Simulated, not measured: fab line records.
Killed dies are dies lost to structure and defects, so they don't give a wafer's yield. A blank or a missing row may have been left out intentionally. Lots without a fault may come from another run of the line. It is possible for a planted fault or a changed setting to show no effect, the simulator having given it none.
Which tool was responsible? -- flow n5-finfet -- 72 wafers from 24 lots sampled at 5 of the route's 1938 steps

## WHAT THE GAUGES SHOWED, per wafer
N5_BEOL_M9_OCD_MEAS_38.
lot,measured,on,trench-depth-nm (nm)
L074,day 9 11:37,ocd-02,152 155 148
L075,day 9 18:13,ocd-01,142 150 154
L076,day 9 22:49,ocd-01,154 150 145
L078,day 10 07:31,ocd-01,148 151 152
L077,day 10 08:01,ocd-01,154 143 153
L079,day 10 23:52,ocd-01,152 153 142
L080,day 11 03:01,ocd-02,152 151 143
L081,day 11 12:05,ocd-01,149 152 148
L083,day 12 01:29,ocd-01,149 152 147
L082,day 12 01:55,ocd-01,148 149 154
L085,day 12 05:18,ocd-01,154 151 148
L084,day 12 08:55,ocd-01,150 151 148
L086,day 12 22:10,ocd-01,150 153 153
L087,day 13 01:23,ocd-02,154 152 144
L088,day 13 01:43,ocd-02,150 154 156
L089,day 13 03:09,ocd-02,151 156 154
L090,day 13 16:50,ocd-02,143 160 143
L091,day 13 19:23,ocd-01,153 151 154
L092,day 14 01:29,ocd-02,160 151 142
L095,day 14 23:26,ocd-01,148 148 149
L093,day 14 23:28,ocd-02,152 143 159
L094,day 14 23:48,ocd-01,151 149 146
L096,day 15 12:40,ocd-02,143 152 152
L097,day 15 15:20,ocd-01,150 156 154

N5_BEOL_M9_RS_MEAS_57: uses a four-point probe to measure.
lot,measured,on,M9_RS (ohm/sq)
L074,day 9 13:51,film-metro-02,0.153 0.146 0.158
L075,day 9 20:42,film-metro-01,0.164 0.153 0.148
L076,day 10 01:04,film-metro-01,0.147 0.153 0.160
L078,day 10 09:49,film-metro-02,0.154 0.151 0.150
L077,day 10 10:29,film-metro-02,0.152 0.159 0.151
L079,day 11 02:11,film-metro-02,0.151 0.149 0.163
L080,day 11 05:35,film-metro-01,0.151 0.152 0.163
L081,day 11 14:11,film-metro-01,0.154 0.155 0.157
L083,day 12 03:55,film-metro-01,0.154 0.150 0.155
L082,day 12 04:27,film-metro-02,0.158 0.154 0.149
L085,day 12 09:38,film-metro-02,0.147 0.150 0.153
L084,day 12 11:30,film-metro-02,0.155 0.152 0.156
L086,day 13 00:46,film-metro-02,0.150 0.150 0.150
L087,day 13 03:58,film-metro-02,0.147 0.150 0.161
L088,day 13 04:25,film-metro-02,0.154 0.150 0.145
L089,day 13 07:02,film-metro-02,0.156 0.145 0.148
L090,day 13 20:06,film-metro-01,0.158 0.140 0.160
L091,day 13 23:37,film-metro-01,0.150 0.150 0.148
L092,day 14 06:15,film-metro-02,0.139 0.152 0.163
L095,day 15 01:43,film-metro-01,0.156 0.155 0.153
L093,day 15 01:58,film-metro-01,0.149 0.163 0.141
L094,day 15 02:10,film-metro-01,0.150 0.157 0.157
L096,day 15 15:14,film-metro-02,0.162 0.150 0.149
L097,day 15 18:06,film-metro-02,0.151 0.146 0.147

N5_BEOL_M10_THK_MEAS_01.
lot,measured,on,M10_ILD_THK (nm)
L074,day 9 14:32,film-metro-02,261 264 261
L075,day 9 21:21,film-metro-02,264 269 269
L076,day 10 02:07,film-metro-02,262 271 272
L078,day 10 10:38,film-metro-01,261 269 267
L077,day 10 11:16,film-metro-02,265 267 264
L079,day 11 02:50,film-metro-01,265 264 263
L080,day 11 06:14,film-metro-02,261 267 266
L081,day 11 15:19,film-metro-01,263 268 267
L083,day 12 04:56,film-metro-01,258 259 265
L082,day 12 05:25,film-metro-01,259 261 264
L085,day 12 10:18,film-metro-01,261 259 267
L084,day 12 12:46,film-metro-02,266 263 268
L086,day 13 01:25,film-metro-02,262 262 264
L087,day 13 04:37,film-metro-02,263 267 265
L088,day 13 05:04,film-metro-01,262 268 265
L089,day 13 07:41,film-metro-01,266 264 267
L090,day 13 21:02,film-metro-02,257 267 269
L091,day 14 00:47,film-metro-01,264 266 271
L092,day 14 06:58,film-metro-02,263 266 267
L095,day 15 02:23,film-metro-01,267 270 269
L093,day 15 02:38,film-metro-02,265 265 267
L094,day 15 02:49,film-metro-02,263 264 268
L096,day 15 16:02,film-metro-02,266 259 268
L097,day 15 18:45,film-metro-01,261 264 270

## WHAT TOOL EACH LOT RAN ON (gives the tool, then ch and the chambers of the sampled wafers, and finally the start)
lot,N5_BEOL_M9_CURE_72,N5_BEOL_M9_PRE_CLEAN_45
L074,"uv-cure-03 ch 1, day 9 11:53","pvd-sputter-03, day 9 12:16"
L075,"uv-cure-02 ch 2, day 9 18:28","pvd-sputter-02, day 9 19:04"
L076,"uv-cure-03 ch 1, day 9 23:03","pvd-sputter-03, day 9 23:22"
L078,"uv-cure-03 ch 2, day 10 07:43","pvd-sputter-01, day 10 08:10"
L077,"uv-cure-03 ch 2, day 10 08:13","pvd-sputter-01, day 10 08:41"
L079,"uv-cure-02 ch 2, day 11 00:03","pvd-sputter-01, day 11 00:27"
L080,"uv-cure-03 ch 2, day 11 03:16","pvd-sputter-03, day 11 03:41"
L081,"uv-cure-01 ch 2, day 11 12:17","pvd-sputter-03, day 11 12:39"
L083,"uv-cure-03 ch 2, day 12 01:41","pvd-sputter-01, day 12 02:13"
L082,"uv-cure-03 ch 1, day 12 02:07","pvd-sputter-03, day 12 02:43"
L085,"uv-cure-01 ch 0, day 12 05:39","pvd-sputter-02, day 12 06:20"
L084,"uv-cure-01 ch 1, day 12 09:07","pvd-sputter-02, day 12 09:58"
L086,"uv-cure-02 ch 0, day 12 22:22","pvd-sputter-02, day 12 22:49"
L087,"uv-cure-02 ch 0, day 13 01:35","pvd-sputter-01, day 13 02:04"
L088,"uv-cure-03 ch 1, day 13 02:01","pvd-sputter-01, day 13 02:25"
L089,"uv-cure-03 ch 0, day 13 03:21","pvd-sputter-02, day 13 03:43"
L090,"uv-cure-01 ch 0, day 13 17:05","pvd-sputter-02, day 13 18:08"
L091,"uv-cure-03 ch 0, day 13 19:35","pvd-sputter-01, day 13 22:01"
L092,"uv-cure-01 ch 2, day 14 01:41","pvd-sputter-02, day 14 02:21"
L095,"uv-cure-02 ch 0, day 14 23:37","pvd-sputter-03, day 15 00:02"
L093,"uv-cure-03 ch 1, day 14 23:40","pvd-sputter-03, day 15 00:07"
L094,"uv-cure-02 ch 2, day 15 00:03","pvd-sputter-03, day 15 00:33"
L096,"uv-cure-01 ch 2, day 15 12:55","pvd-sputter-02, day 15 13:18"
L097,"uv-cure-01 ch 0, day 15 15:32","pvd-sputter-01, day 15 15:56"
- N5_BEOL_M9_CURE_72: cures SiCOH lowk, time 120 s.
- N5_BEOL_M9_PRE_CLEAN_45: time 30 s.

## WHAT THE TOOLS THEMSELVES READ (means of the sampled wafers that have a number; where no wafer has one, the mark that the record gives instead)
N5_BEOL_M9_CURE_72.
lot,tool,lamp-power-pct (%),wafer_temp_C_max
L074,uv-cure-03,52.28,371.3
L075,uv-cure-02,52.37,371.7
L076,uv-cure-03,52.33,371.0
L078,uv-cure-03,52.31,372.3
L077,uv-cure-03,52.35,372.3
L079,uv-cure-02,52.26,371.5
L080,uv-cure-03,52.29,372.2
L081,uv-cure-01,52.33,372.6
L083,uv-cure-03,52.29,371.8
L082,uv-cure-03,52.31,371.4
L085,uv-cure-01,52.34,371.8
L084,uv-cure-01,52.31,371.7
L086,uv-cure-02,52.34,372.7
L087,uv-cure-02,52.35,373.2
L088,uv-cure-03,52.31,370.9
L089,uv-cure-03,52.35,371.6
L090,uv-cure-01,52.28,371.7
L091,uv-cure-03,52.28,371.7
L092,uv-cure-01,52.31,372.1
L095,uv-cure-02,52.31,372.8
L093,uv-cure-03,52.32,370.8
L094,uv-cure-02,52.33,371.7
L096,uv-cure-01,52.33,372.5
L097,uv-cure-01,52.29,371.6

N5_BEOL_M9_PRE_CLEAN_45.
lot,tool,heater-power-w (W)
L074,pvd-sputter-03,320
L075,pvd-sputter-02,315
L076,pvd-sputter-03,322
L078,pvd-sputter-01,338
L077,pvd-sputter-01,349
L079,pvd-sputter-01,334
L080,pvd-sputter-03,324
L081,pvd-sputter-03,333
L083,pvd-sputter-01,358
L082,pvd-sputter-03,313
L085,pvd-sputter-02,329
L084,pvd-sputter-02,334
L086,pvd-sputter-02,311
L087,pvd-sputter-01,345
L088,pvd-sputter-01,341
L089,pvd-sputter-02,329
L090,pvd-sputter-02,340
L091,pvd-sputter-01,336
L092,pvd-sputter-02,333
L095,pvd-sputter-03,320
L093,pvd-sputter-03,320
L094,pvd-sputter-03,309
L096,pvd-sputter-02,337
L097,pvd-sputter-01,355

## THE ANSWER, worked out from the rows above alone
Rule: usual is defined by the lots themselves. The widest of any qualifying gaps counts: lots, ordered by their means at a reading, are off when they make up no more than a third of the lots, leave a main group of 4 or more, and stand apart from it by 3 or more times the standard deviation of that group's means. A main group whose means are all the same, to the digits that the tables above print for the reading, isn't used. Also off: a lot with no number at a reading for which 4 or more lots have one. Where the step has rows for the other lots, those lots are counted as sound. After the gauges, taken in route order, come the tools' own readings; for these a lot's mean is taken, as printed above. At the first step where some lot is off, the reading lying furthest off is the one used; lots without a number count as furthest.
No lot is off at any reading shown: from this, nothing can be told.

## WHAT THE SIMULATOR HAD INSERTED
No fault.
